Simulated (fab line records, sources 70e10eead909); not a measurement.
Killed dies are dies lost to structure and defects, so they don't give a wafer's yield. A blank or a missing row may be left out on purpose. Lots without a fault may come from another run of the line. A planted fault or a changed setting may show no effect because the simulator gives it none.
Which tool did it? | flow nand_harc | 24 lots, 72 wafers sampled, at 4 steps of a route of 1159

WHAT THE GAUGES READ, wafer by wafer
NHARC_A_CHANNEL_HOLE_D1_CD_MEAS_30.
lot  | measured     | on        | cd_nm (nm)
L074 | day 8 08:16  | cd_sem-01 | 88.4 89.1 88.2
L076 | day 8 23:56  | cd_sem-01 | 91.2 90.6 91.2
L075 | day 9 00:58  | cd_sem-01 | 89.0 89.3 88.5
L077 | day 9 12:11  | cd_sem-02 | 89.4 89.8 90.0
L078 | day 9 12:17  | cd_sem-02 | 91.8 92.5 90.4
L079 | day 9 19:34  | cd_sem-01 | 90.9 90.3 91.9
L080 | day 10 08:39 | cd_sem-02 | 88.8 90.3 90.1
L082 | day 10 13:17 | cd_sem-03 | 91.1 90.8 90.8
L081 | day 10 13:33 | cd_sem-02 | 89.7 90.7 91.2
L084 | day 11 02:18 | cd_sem-01 | 89.8 88.7 90.8
L083 | day 11 03:44 | cd_sem-03 | 91.5 91.6 89.2
L088 | day 11 18:36 | cd_sem-01 | 88.8 90.2 88.7
L087 | day 11 19:05 | cd_sem-01 | 88.3 90.5 89.2
L086 | day 11 22:46 | cd_sem-03 | 91.9 92.2 91.7
L085 | day 12 02:17 | cd_sem-01 | 89.5 91.2 91.0
L090 | day 12 11:47 | cd_sem-03 | 90.9 89.3 90.6
L089 | day 12 12:34 | cd_sem-01 | 90.3 91.3 91.2
L091 | day 12 18:36 | cd_sem-01 | 90.5 89.2 92.2
L092 | day 12 19:05 | cd_sem-01 | 89.7 89.9 89.3
L093 | day 13 00:17 | cd_sem-03 | 88.7 90.0 91.5
L094 | day 13 01:09 | cd_sem-02 | 90.2 88.9 90.5
L095 | day 13 18:20 | cd_sem-01 | 91.2 90.6 91.9
L096 | day 13 19:35 | cd_sem-01 | 90.0 89.5 90.2
L097 | day 14 11:51 | cd_sem-03 | 89.6 88.3 89.7

NHARC_A_CHANNEL_FILL_D1_INSPECT_13.
lot  | measured     | on                | raw_defect_count
L074 | day 10 08:13 | defect_inspect-02 | 173 481 202
L076 | day 11 02:18 | defect_inspect-01 | 317 294 176
L075 | day 11 02:18 | defect_inspect-02 | 358 675 351
L077 | day 11 13:19 | defect_inspect-01 | 116 119 195
L078 | day 11 12:52 | defect_inspect-01 | 122 139 121
L079 | day 11 22:36 | defect_inspect-01 | 202 584 364
L080 | day 12 11:47 | defect_inspect-02 | 176 196 200
L082 | day 12 11:47 | defect_inspect-01 | 721 555 184
L081 | day 12 11:58 | defect_inspect-01 | 250 486 218
L084 | day 13 03:33 | defect_inspect-01 | 543 329 323
L083 | day 13 03:44 | defect_inspect-02 | 144 166 188
L088 | day 13 21:08 | defect_inspect-01 | 487 405 236
L087 | day 13 20:47 | defect_inspect-01 | 224 270 297
L086 | day 13 20:58 | defect_inspect-01 | 207 222 224
L085 | day 14 05:09 | defect_inspect-02 | 273 396 210
L090 | day 14 15:04 | defect_inspect-02 | 313 328 232
L089 | day 14 15:04 | defect_inspect-01 | 677 693 384
L091 | day 14 21:39 | defect_inspect-01 | 229 226 397
L092 | day 14 21:49 | defect_inspect-02 | 192 236 286
L093 | day 15 04:58 | defect_inspect-01 | 343 306 271
L094 | day 15 04:56 | defect_inspect-02 | 380 233 450
L095 | day 15 18:21 | defect_inspect-02 | 319 293 570
L096 | day 15 18:25 | defect_inspect-01 | 293 181 244
L097 | day 16 14:03 | defect_inspect-01 | 477 902 353

WHICH TOOL RAN EACH LOT (tool, then ch and the chambers of the sampled wafers, then the start)
lot  | NHARC_A_CHANNEL_HOLE_D1_ETCH_25  | NHARC_A_CHANNEL_FILL_D1_CMP_10
L074 | har_etch-02 ch 0,1, day 8 05:39  | cmp-01 ch 0,1,2, day 10 07:36
L076 | har_etch-01 ch 0,1, day 8 21:20  | cmp-01 ch 0,2,3, day 11 01:44
L075 | har_etch-02 ch 0,1, day 8 22:27  | cmp-02 ch 0,1, day 11 01:43
L077 | har_etch-02 ch 0,1, day 9 09:32  | cmp-02 ch 0,1,2, day 11 12:24
L078 | har_etch-01 ch 0,1, day 9 09:40  | cmp-03 ch 0,3, day 11 12:15
L079 | har_etch-02 ch 0,1, day 9 16:55  | cmp-03 ch 0,2,3, day 11 21:59
L080 | har_etch-02 ch 0,1, day 10 05:59 | cmp-02 ch 0,1,2, day 12 11:12
L082 | har_etch-02 ch 0,1, day 10 10:35 | cmp-03 ch 0,1,2, day 12 11:12
L081 | har_etch-01 ch 0,1, day 10 11:04 | cmp-01 ch 0,2,3, day 12 11:15
L084 | har_etch-02 ch 0,1, day 10 23:50 | cmp-01 ch 0,2,3, day 13 02:47
L083 | har_etch-01 ch 0,1, day 11 01:06 | cmp-02 ch 2,3, day 13 02:55
L088 | har_etch-02 ch 0,1, day 11 15:58 | cmp-03 ch 0,2,3, day 13 19:59
L087 | har_etch-01 ch 0,1, day 11 16:09 | cmp-01 ch 0,1, day 13 19:58
L086 | har_etch-02 ch 0,1, day 11 20:26 | cmp-02 ch 0,2,3, day 13 19:58
L085 | har_etch-01 ch 0,1, day 11 23:56 | cmp-03 ch 2,3, day 14 04:33
L090 | har_etch-02 ch 0,1, day 12 09:27 | cmp-01 ch 0,3, day 14 14:28
L089 | har_etch-01 ch 0,1, day 12 09:55 | cmp-03 ch 0,3, day 14 14:28
L091 | har_etch-02 ch 0,1, day 12 16:07 | cmp-01 ch 0,1, day 14 21:04
L092 | har_etch-01 ch 0,1, day 12 16:37 | cmp-03 ch 0,1, day 14 21:10
L093 | har_etch-02 ch 0,1, day 12 21:49 | cmp-03 ch 0,1,2, day 15 04:20
L094 | har_etch-01 ch 0,1, day 12 22:41 | cmp-02 ch 1,2, day 15 04:21
L095 | har_etch-01 ch 0,1, day 13 16:01 | cmp-02 ch 2,3, day 15 17:46
L096 | har_etch-02 ch 0,1, day 13 16:58 | cmp-01 ch 0,2,3, day 15 17:47
L097 | har_etch-02 ch 0,1, day 14 09:13 | cmp-02 ch 0,1,3, day 16 13:25
- NHARC_A_CHANNEL_HOLE_D1_ETCH_25: etches the open film in C4F8/O2/Ar, time 1040.2 s, target depth 1500 nm.
- NHARC_A_CHANNEL_FILL_D1_CMP_10: polishes, target thk 150 nm.

WHAT THE TOOLS THEMSELVES READ (means of the sampled wafers that have a number; where no wafer has one, the mark that the record gives instead)
NHARC_A_CHANNEL_HOLE_D1_ETCH_25.
lot  | tool        | drypump_motor_current_A (A) | showerhead_plenum_p_Torr (Torr) | throttle_valve_pct (%)
L074 | har_etch-02 | 5.9                         | 3.87                            | 32.234
L076 | har_etch-01 | 6.1                         | 3.73                            | 32.231
L075 | har_etch-02 | 5.9                         | 3.86                            | 32.238
L077 | har_etch-02 | 6.0                         | 3.86                            | 32.237
L078 | har_etch-01 | 5.7                         | 3.77                            | 32.238
L079 | har_etch-02 | 5.9                         | 3.86                            | 32.242
L080 | har_etch-02 | 6.0                         | 3.86                            | 32.239
L082 | har_etch-02 | 5.9                         | 3.85                            | 32.233
L081 | har_etch-01 | 6.1                         | 3.72                            | 32.225
L084 | har_etch-02 | 6.1                         | 3.85                            | 32.221
L083 | har_etch-01 | 6.2                         | 3.72                            | 32.239
L088 | har_etch-02 | 6.0                         | 3.85                            | 32.234
L087 | har_etch-01 | 5.7                         | 3.76                            | 32.232
L086 | har_etch-02 | 5.9                         | 3.85                            | 32.232
L085 | har_etch-01 | 6.2                         | 3.71                            | 32.237
L090 | har_etch-02 | 6.0                         | 3.84                            | 32.239
L089 | har_etch-01 | 5.7                         | 3.75                            | 32.240
L091 | har_etch-02 | 6.1                         | 3.84                            | 32.240
L092 | har_etch-01 | 6.2                         | 3.71                            | 32.232
L093 | har_etch-02 | 6.0                         | 3.84                            | 32.238
L094 | har_etch-01 | 5.7                         | 3.75                            | 32.238
L095 | har_etch-01 | 6.2                         | 3.70                            | 32.242
L096 | har_etch-02 | 5.9                         | 3.83                            | 32.243
L097 | har_etch-02 | 6.0                         | 3.83                            | 32.230

NHARC_A_CHANNEL_FILL_D1_CMP_10.
lot  | tool   | edge_zone_pressure_frac | motor_current_A (A) | time_to_endpoint_s (s)
L074 | cmp-01 | 1.007                   | 11.2                | 14.8
L076 | cmp-01 | 0.996                   | 11.7                | 19.1
L075 | cmp-02 | 1.000                   | 11.9                | 14.1
L077 | cmp-02 | 0.999                   | 12.4                | 16.7
L078 | cmp-03 | 1.002                   | 11.4                | 14.5
L079 | cmp-03 | 0.997                   | 11.3                | 12.7
L080 | cmp-02 | 0.996                   | 12.0                | 15.0
L082 | cmp-03 | 1.004                   | 12.0                | 15.0
L081 | cmp-01 | 1.004                   | 11.5                | 15.3
L084 | cmp-01 | 1.004                   | 12.1                | 16.5
L083 | cmp-02 | 0.995                   | 13.5                | 15.6
L088 | cmp-03 | 0.996                   | 11.4                | 12.1
L087 | cmp-01 | 0.999                   | 11.2                | 15.2
L086 | cmp-02 | 0.999                   | 13.3                | 18.1
L085 | cmp-03 | 1.006                   | 11.6                | 14.7
L090 | cmp-01 | 1.002                   | 12.8                | 14.6
L089 | cmp-03 | 0.999                   | 11.8                | 13.7
L091 | cmp-01 | 0.997                   | 11.6                | 12.4
L092 | cmp-03 | 1.002                   | 11.7                | 11.9
L093 | cmp-03 | 0.995                   | 11.9                | 10.6
L094 | cmp-02 | 0.994                   | 12.9                | 15.4
L095 | cmp-02 | 1.004                   | 15.0                | 16.0
L096 | cmp-01 | 1.004                   | 12.0                | 13.5
L097 | cmp-02 | 0.998                   | 13.6                | 17.8

THE ANSWER, worked out from the rows above alone
Rule: what is usual is taken from the lots themselves. Put in order of their means at a reading, lots are off if they are a third of the lots or fewer, leave a main group of 4 or more, and stand apart from it by a gap of 3 or more times the standard deviation of the main group's means; of several such gaps the widest counts. A main group whose means are all the same, to the digits that the tables above print for the reading, isn't used. A lot without any number at a reading at which 4 lots or more have one is off too. The other lots that the step has rows for count as sound. The gauges are gone through in route order, then the tools' own readings, and for those a lot's mean is taken as printed above. The first step at which some lot is off is used, and at that step the reading that is off furthest; a lot without a number counts as furthest.
No lot is off at any reading shown: from this, nothing can be told.

WHAT THE SIMULATOR HAD PUT IN
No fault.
